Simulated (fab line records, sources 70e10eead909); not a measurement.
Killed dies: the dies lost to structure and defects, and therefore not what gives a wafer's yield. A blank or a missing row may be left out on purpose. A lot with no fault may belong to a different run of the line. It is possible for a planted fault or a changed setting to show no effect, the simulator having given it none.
Chamber matching    flow nand-harc    NHARC_A_STAIRCASE_CMP_472 on cmp-01 has 4 sister chambers
The step polishes SiO2. 4 wafers are shown with their chamber, then 10 later ones without.

## WAFERS PAIRED WITH THEIR CHAMBERS
wafer   chamber  motor-current-A (A)
L086.5  0        13.9
L089.3  2        11.1
L090.2  3        11.1
L090.3  1        11.0

## WAFERS WITH NO CHAMBER GIVEN
wafer   motor-current-A (A)
L090.4  13.0
L091.2  11.3
L091.4  11.6
L091.6  10.9
L095.3  11.2
L095.4  10.9
L095.6  11.7
L096.3  10.8
L096.4  13.3
L096.5  11.3

## EACH ONE'S CHAMBER
wafer   from the rows above           in truth
L090.4  0                             0
L091.2  can't be placed: 2 or 3 or 1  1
L091.4  can't be placed: 2 or 3 or 1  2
L091.6  can't be placed: 1 or 2 or 3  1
L095.3  can't be placed: 2 or 3 or 1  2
L095.4  can't be placed: 1 or 2 or 3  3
L095.6  can't be placed: 2 or 3 or 1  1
L096.3  can't be placed: 1 or 2 or 3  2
L096.4  0                             0
L096.5  can't be placed: 2 or 3 or 1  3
Correct placement for 2 of the 10. Not placeable from these rows: 8 (in 8, the candidates include the true chamber). Placed wrongly: 0.
How it was worked out, from the rows above alone: a wafer's distance from a chamber is the root of the sum, over the readings, of the square of ((its reading less the chamber's mean) divided by the reading's scatter). The wafer belongs to the nearest chamber; if the next one is less than 2 further off, it can't be placed. For every chamber, the mean is computed from those of its wafers that are shown. The scatter (one wafer shown for each chamber): square how far every hidden wafer sits from the nearest shown wafer, average those squares and take the square root.
